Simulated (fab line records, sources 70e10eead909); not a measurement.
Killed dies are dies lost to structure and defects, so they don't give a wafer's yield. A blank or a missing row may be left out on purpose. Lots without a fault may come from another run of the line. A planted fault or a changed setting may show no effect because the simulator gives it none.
fab line records | flow nand_harc
record lots=7 wafers=18 last_day=23
route steps=1159 shown A_ONON_D1@428 END@1159
lots that met no fault: from a run of the same line without faults
start_h: hours from the record's first day to the start of the lot's first wafer shown | wait_h: hours since the lot's step before | " the same as in the row above | L1.1+2: a row that stands for several wafers | - no value, or no start given | * or withheld: withheld | < > ~ a bound
route shown NAME@n: a module of which the file shows steps, and the number in the route of the first | usual: mean/standard deviation of fault-free wafers | same: alike in all rows | chamber/n: place in a boat | sites: the reading at each site | _std_site: their standard deviation | _edge_site: outer sites' mean less inner sites' | radius_mm: how far each site lies from the wafer's centre | mask NAME#n: copy n | behind: the tool/chamber that last shaped the wafer | hold: why the lot was held/for how many hours/how that ended | device: the transistor (n, p or np) that didn't switch | end of line: the same wafers' tests at the end of the route | a step without rows: its recipe alone | killed: dies lost to structure and defects at the first sort, not the wafer's yield | map: a wafer's dies, x killed, . not, _ none there
set.NAME: the setting as run; set.NAME@STEP: as run at that earlier step | model.NAME: the simulator's own value behind a step, which no gauge read
lots at some steps of the route; a table a step, a row a wafer
services: from which hour (start_h, from the record's first day; less than 0 if before it) a tool's chamber was out of use, for how many hours, and why
## steps
# step NHARC_A_ONON_D1_DEP_06
# recipe target_thk_a=10000 n2_flow_sccm=2750 n2o_flow_sccm=2000 nh3_flow_sccm=500 sih4_flow_sccm=210 temp_c=400
# step NHARC_A_ONON_D1_THK_MEAS_08
# recipe thk_meas_gauge=ellipsometry
# usual thk_nm=1000/11
# columns lot.wafer tool chamber start_h wait_h thk_nm
L286.2 film_metro-02 - 166.61 - 1010
L286.3 " - " " 1011
L286.6 " - " " 1011
L288.4 film_metro-02 - 183.50 - 1006
L288.5 " - " " 1007
L288.6 " - " " 1009
L297.2 film_metro-02 - 234.85 - 984
L297.6 " - " " 984
L296.1 film_metro-01 - 242.50 - 1007
L296.2 " - " " 1006
L300.2 film_metro-01 - 253.36 - 999
L300.3 " - " " 999
L305.2 film_metro-02 - 267.64 - 986
L305.3 " - " " 984
L305.5 " - " " 986
L307.3 film_metro-01 - 284.69 - 1002
L307.5 " - " " 1001
L307.6 " - " " 1002
# step NHARC_A_ONON_D1_DEP_09
# recipe target_thk_a=10000 n2_flow_sccm=2750 n2o_flow_sccm=2000 nh3_flow_sccm=500 sih4_flow_sccm=210 temp_c=400
# step NHARC_A_ONON_D1_THK_MEAS_11
# recipe thk_meas_gauge=ellipsometry
# usual thk_nm=1003/9.6
# columns lot.wafer tool chamber start_h wait_h thk_nm
L286.2 film_metro-02 - 167.17 - 989
L286.3 " - " " 991
L286.6 " - " " 989
L288.4 film_metro-02 - 184.07 - 1003
L288.5 " - " " 1004
L288.6 " - " " 1003
L297.2 film_metro-01 - 235.42 - 999
L297.6 " - " " 1000
L296.1 film_metro-01 - 243.07 - 1002
L296.2 " - " " 1001
L300.2 film_metro-02 - 253.93 - 1010
L300.3 " - " " 1009
L305.2 film_metro-02 - 268.21 - 987
L305.3 " - " " 992
L305.5 " - " " 991
L307.3 film_metro-01 - 285.26 - 1006
L307.5 " - " " 1005
L307.6 " - " " 1004
# step NHARC_A_ONON_D1_DEP_12
# recipe target_thk_a=10000 n2_flow_sccm=2750 n2o_flow_sccm=2000 nh3_flow_sccm=500 sih4_flow_sccm=210 temp_c=400
# step NHARC_A_ONON_D1_THK_MEAS_14
# recipe thk_meas_gauge=ellipsometry
# usual thk_nm=1004/11
# columns lot.wafer tool chamber start_h wait_h thk_nm
L286.2 film_metro-01 - 167.74 - 999
L286.3 " - " " 997
L286.6 " - " " 999
L288.4 film_metro-01 - 184.64 - 1010
L288.5 " - " " 1010
L288.6 " - " " 1010
L297.2 film_metro-02 - 235.99 - 1008
L297.6 " - " " 1008
L296.1 film_metro-01 - 243.63 - 1016
L296.2 " - " " 1016
L300.2 film_metro-01 - 254.49 - 994
L300.3 " - " " 995
L305.2 film_metro-01 - 268.78 - 1000
L305.3 " - " " 999
L305.5 " - " " 1000
L307.3 film_metro-01 - 285.85 - 1013
L307.5 " - " " 1013
L307.6 " - " " 1012
# step NHARC_A_ONON_D1_ANNEAL_15
# recipe temp_c=750 time_s=3600
# step NHARC_A_ONON_D1_DEP_16
# recipe target_thk_a=10000 n2_flow_sccm=2750 n2o_flow_sccm=2000 nh3_flow_sccm=500 sih4_flow_sccm=210 temp_c=400
# step NHARC_A_ONON_D1_THK_MEAS_18
# recipe thk_meas_gauge=ellipsometry
# usual thk_nm=1001/10
# columns lot.wafer tool chamber start_h wait_h thk_nm
L286.2 film_metro-01 - 176.74 - 990
L286.3 " - " " 989
L286.6 " - " " 991
L288.4 film_metro-01 - 191.76 - 999
L288.5 " - " " 997
L288.6 " - " " 1000
L297.2 film_metro-01 - 245.66 - 1021
L297.6 " - " " 1021
L296.1 film_metro-02 - 250.72 - 1004
L296.2 " - " " 1005
L300.2 film_metro-01 - 261.94 - 988
L300.3 " - " " 991
L305.2 film_metro-01 - 275.91 - 999
L305.3 " - " " 998
L305.5 " - " " 998
L307.3 film_metro-02 - 292.98 - 992
L307.5 " - " " 993
L307.6 " - " " 995
# step NHARC_A_ONON_D1_DEP_19
# recipe target_thk_a=10000 n2_flow_sccm=2750 n2o_flow_sccm=2000 nh3_flow_sccm=500 sih4_flow_sccm=210 temp_c=400
# step NHARC_A_ONON_D1_THK_MEAS_21
# recipe thk_meas_gauge=ellipsometry
# usual thk_nm=999/8.4
# columns lot.wafer tool chamber start_h wait_h thk_nm
L286.2 film_metro-01 - 177.31 - 1005
L286.3 " - " " 1007
L286.6 " - " " 1007
L288.4 film_metro-01 - 192.33 - 1005
L288.5 " - " " 1002
L288.6 " - " " 1001
L297.2 film_metro-01 - 246.23 - 1003
L297.6 " - " " 1004
L296.1 film_metro-01 - 251.28 - 996
L296.2 " - " " 996
L300.2 film_metro-02 - 262.51 - 997
L300.3 " - " " 997
L305.2 film_metro-02 - 276.50 - 987
L305.3 " - " " 987
L305.5 " - " " 985
L307.3 film_metro-01 - 293.55 - 994
L307.5 " - " " 993
L307.6 " - " " 996
# step NHARC_A_ONON_D1_DEP_22
# recipe target_thk_a=10000 n2_flow_sccm=2750 n2o_flow_sccm=2000 nh3_flow_sccm=500 sih4_flow_sccm=210 temp_c=400
# usual n2o_flow_sccm=1999/5.7
# columns lot.wafer tool chamber start_h wait_h n2o_flow_sccm
L286.2 pecvd_onon-02 0 177.43 0.1 1996
L286.3 " 0 " " 2005
L286.6 " 0 " " 1992
L288.4 pecvd_onon-02 0 192.56 0.2 1994
L288.5 " 0 " " 1992
L288.6 " 0 " " 2000
L297.2 pecvd_onon-02 0 246.34 0.1 1998
L297.6 " 0 " " 1994
L296.1 pecvd_onon-02 0 251.34 0.1 2005
L296.2 " 0 " " 2006
L300.2 pecvd_onon-02 0 262.62 0.1 2013
L300.3 " 0 " " 2005
L305.2 pecvd_onon-03 0 276.62 0.1 1994
L305.3 " 0 " " 1997
L305.5 " 0 " " 1996
L307.3 pecvd_onon-01 0 293.72 0.2 1999
L307.5 " 0 " " 2001
L307.6 " 0 " " 1997
# step NHARC_A_ONON_D1_THK_MEAS_24
# recipe thk_meas_gauge=ellipsometry
# usual thk_nm=999/10
# columns lot.wafer tool chamber start_h wait_h thk_nm
L286.2 film_metro-01 - 177.88 - 995
L286.3 " - " " 994
L286.6 " - " " 995
L288.4 film_metro-01 - 192.90 - 999
L288.5 " - " " 999
L288.6 " - " " 999
L297.2 film_metro-01 - 246.80 - 644
L297.6 " - " " 643
L296.1 film_metro-01 - 251.85 - 1011
L296.2 " - " " 681
L300.2 film_metro-01 - 263.08 - 670
L300.3 " - " " 1001
L305.2 film_metro-01 - 277.07 - 996
L305.3 " - " " 996
L305.5 " - " " 994
L307.3 film_metro-02 - 294.12 - 992
L307.5 " - " " 994
L307.6 " - " " 991
# step NHARC_A_ONON_D1_DEP_25
# recipe target_thk_a=10000 n2_flow_sccm=2750 n2o_flow_sccm=2000 nh3_flow_sccm=500 sih4_flow_sccm=210 temp_c=400
# step NHARC_END_SORT_01
# recipe temp_c=25
# usual killed_at_array=25/9.2 killed_at_other=0.8/1.2 killed_at_periphery=3.9/2.6 killed_dies=30/9.7 killed_open=3.4/1.9 killed_short=2.0/1.4
# same gross_dies=677
# columns lot.wafer tool chamber start_h wait_h killed_at_array killed_at_other killed_at_periphery killed_dies killed_open killed_short
L296.2 prober-02 0 518.30 2.8 676 1 0 677 3 3
L300.2 prober-02 0 536.94 2.8 669 3 5 677 3 1
# killed by level:class
L296.2 A_ONON_D1:area_dep=635 A_CHANNEL_HOLE_D1:chamber_film_flake=18 A_SLIT:chamber_film_flake=9 A_CONTACT:chamber_film_flake=4 A_WL_FILL:chamber_film_flake=3 A_ONON_D1:geometric_particle:short=1 A_ONON_D1:geometric_particle:open=1 A_CHANNEL_HOLE_D1:geometric_particle:short=1
L300.2 A_ONON_D1:area_dep=625 A_CHANNEL_HOLE_D1:chamber_film_flake=21 A_SLIT:chamber_film_flake=10 A_CONTACT:chamber_film_flake=7 THIN_TSV:chamber_film_flake=3 A_CHANNEL_FILL_D1:geometric_particle:open=2 P_GATE:chamber_film_flake=2 P_M1:chamber_film_flake=2
# map L296.2 (x killed, . not)
____________x____________
_________xxxxxxx_________
_______xxxxxxxxxxx_______
______xxxxxxxxxxxxx______
_____xxxxxxxxxxxxxxx_____
____xxxxxxxxxxxxxxxxx____
____xxxxxxxxxxxxxxxxx____
___xxxxxxxxxxxxxxxxxxx___
___xxxxxxxxxxxxxxxxxxx___
__xxxxxxxxxxxxxxxxxxxxx__
__xxxxxxxxxxxxxxxxxxxxx__
_xxxxxxxxxxxxxxxxxxxxxxx_
_xxxxxxxxxxxxxxxxxxxxxxx_
_xxxxxxxxxxxxxxxxxxxxxxx_
_xxxxxxxxxxxxxxxxxxxxxxx_
_xxxxxxxxxxxxxxxxxxxxxxx_
xxxxxxxxxxxxxxxxxxxxxxxxx
xxxxxxxxxxxxxxxxxxxxxxxxx
xxxxxxxxxxxxxxxxxxxxxxxxx
xxxxxxxxxxxxxxxxxxxxxxxxx
xxxxxxxxxxxxxxxxxxxxxxxxx
_xxxxxxxxxxxxxxxxxxxxxxx_
_xxxxxxxxxxxxxxxxxxxxxxx_
_xxxxxxxxxxxxxxxxxxxxxxx_
_xxxxxxxxxxxxxxxxxxxxxxx_
_xxxxxxxxxxxxxxxxxxxxxxx_
__xxxxxxxxxxxxxxxxxxxxx__
__xxxxxxxxxxxxxxxxxxxxx__
___xxxxxxxxxxxxxxxxxxx___
___xxxxxxxxxxxxxxxxxxx___
____xxxxxxxxxxxxxxxxx____
____xxxxxxxxxxxxxxxxx____
_____xxxxxxxxxxxxxxx_____
______xxxxxxxxxxxxx______
_______xxxxxxxxxxx_______
_________xxxxxxx_________
____________x____________
# map L300.2 (x killed, . not)
____________x____________
_________xxxxxxx_________
_______xxxxxxxxxxx_______
______xxxxxxxxxxxxx______
_____xxxxxxxxxxxxxxx_____
____xxxxxxxxxxxxxxxxx____
____xxxxxxxxxxxxxxxxx____
___xxxxxxxxxxxxxxxxxxx___
___xxxxxxxxxxxxxxxxxxx___
__xxxxxxxxxxxxxxxxxxxxx__
__xxxxxxxxxxxxxxxxxxxxx__
_xxxxxxxxxxxxxxxxxxxxxxx_
_xxxxxxxxxxxxxxxxxxxxxxx_
_xxxxxxxxxxxxxxxxxxxxxxx_
_xxxxxxxxxxxxxxxxxxxxxxx_
_xxxxxxxxxxxxxxxxxxxxxxx_
xxxxxxxxxxxxxxxxxxxxxxxxx
xxxxxxxxxxxxxxxxxxxxxxxxx
xxxxxxxxxxxxxxxxxxxxxxxxx
xxxxxxxxxxxxxxxxxxxxxxxxx
xxxxxxxxxxxxxxxxxxxxxxxxx
_xxxxxxxxxxxxxxxxxxxxxxx_
_xxxxxxxxxxxxxxxxxxxxxxx_
_xxxxxxxxxxxxxxxxxxxxxxx_
_xxxxxxxxxxxxxxxxxxxxxxx_
_xxxxxxxxxxxxxxxxxxxxxxx_
__xxxxxxxxxxxxxxxxxxxxx__
__xxxxxxxxxxxxxxxxxxxxx__
___xxxxxxxxxxxxxxxxxxx___
___xxxxxxxxxxxxxxxxxxx___
____xxxxxxxxxxxxxxxxx____
____xxxxxxxxxxxxxxxxx____
_____xxxxxxxxxxxxxxx_____
______xxxxxxxxxxxxx______
_______xxxxxxxxxxx_______
_________xxxxxxx_________
____________x____________
## services
# columns tool chamber start_h hours kind
pecvd_onon-01 - 195.00 13.0 pm
pecvd_onon-02 - 292.10 13.0 pm
## key
first_sign step=NHARC_A_ONON_D1_THK_MEAS_24 reading=thk_nm direction=down sigmas=33 usual=999 struck=659
effect step=NHARC_END_SORT_01 reading=killed_at_array direction=up sigmas=70 usual=25 struck=672
more_kills_born_at NHARC_A_ONON_D1_DEP_22@pecvd_onon-02=1260
met_at NHARC_A_ONON_D1_DEP_22
struck_wafers L296.2,L297.2,L297.6,L300.2
later_rows_left_out L296.2,L297.2,L297.6,L300.2
sort_left_out L297.2,L297.6
tester_left_out L296,L297,L300
onset_between 192.56 246.34
fault kind=process_parameter_drift tool=pecvd_onon-02 chamber=- onset_h=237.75 steps=NHARC_A_ONON_D1_DEP_22 channel=target_thk_a offset=* shape=step end_h=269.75 scope=struck_wafers_only acts_in=* stated=*
# tester_left_out: of these lots the tester's yield and bins aren't shown, on N5 and GAA mostly nor the transistor test; their killed dies are dies lost to structure and defects alone, not to doping, threshold or leakage, so they don't give the yield
# sort_left_out: the simulated sort isn't trusted on such a fault, so these wafers' sort isn't shown, and their yield isn't known
# later_rows_left_out: the simulator's readings of these wafers behind a module that went badly wrong aren't trusted and aren't shown, but for the sort
